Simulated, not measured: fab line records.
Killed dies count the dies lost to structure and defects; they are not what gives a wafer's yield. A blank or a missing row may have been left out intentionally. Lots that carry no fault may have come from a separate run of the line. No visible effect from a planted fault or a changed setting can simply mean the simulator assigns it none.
Matching of chambers ; flow nand-harc ; NHARC_A_CONTACT_ETCH_30 on rie-diel-06 has 4 sister chambers
The step etches the open film in CF4/CHF3, target depth 72.6 nm, time 36.3 s. 14 wafers are shown with their chamber, then 7 later ones without.

== WAFERS, EACH WITH ITS CHAMBER ==
wafer;chamber;showerhead-plenum-p-Torr (Torr);rf-fwd-power-W (W);rf-vpp-V (V)
L740.1;1;1.53;493.8;369.4
L740.5;0;1.50;493.4;368.1
L740.6;3;1.55;493.2;367.9
L743.4;0;1.50;491.3;369.1
L743.5;3;1.55;494.8;369.7
L743.6;1;1.53;493.8;369.0
L758.1;2;1.51;492.2;366.8
L758.2;0;1.49;493.0;367.9
L758.5;3;1.55;495.4;369.8
L757.2;1;1.53;497.4;369.3
L757.5;1;1.53;496.4;368.7
L757.6;0;1.49;489.4;368.7
L761.3;3;1.54;493.6;369.7
L761.5;2;1.51;492.2;369.1

SIGNATURES (means of the wafers above)
reading;chamber 0;chamber 1;chamber 2;chamber 3;scatter within a chamber
showerhead-plenum-p-Torr;1.4950;1.5300;1.5100;1.5475;0.00418
rf-fwd-power-W;491.775;495.350;492.200;494.250;1.53
rf-vpp-V;368.450;369.100;367.950;369.275;0.799
Rule: distance of a wafer from a chamber = root of the sum over the readings of ((wafer's reading minus chamber's mean) / reading's scatter) squared. The wafer belongs to the nearest chamber; if the next one is less than 2 further off, it can't be placed. The scatter: take each reading less its chamber's mean, square it, sum over the shown wafers, divide by the number of wafers less the number of chambers, and take the root.

== WAFERS WHOSE CHAMBER IS MISSING ==
wafer;showerhead-plenum-p-Torr (Torr);rf-fwd-power-W (W);rf-vpp-V (V)
L761.6;1.53;495.2;369.3
L762.1;1.51;491.6;368.4
L762.2;1.53;495.4;368.6
L762.5;1.49;492.7;369.4
L763.3;1.51;491.7;368.9
L763.4;1.49;492.9;368.5
L763.5;1.49;489.9;367.1

== THE CHAMBER EACH PASSED THROUGH ==
wafer;from the rows above;in truth
L761.6;1;1
L762.1;2;2
L762.2;1;1
L762.5;0;0
L763.3;2;2
L763.4;0;0
L763.5;0;0
Correctly placed: 7 of 7. Can't be placed from these rows: 0. 0 placed wrongly.
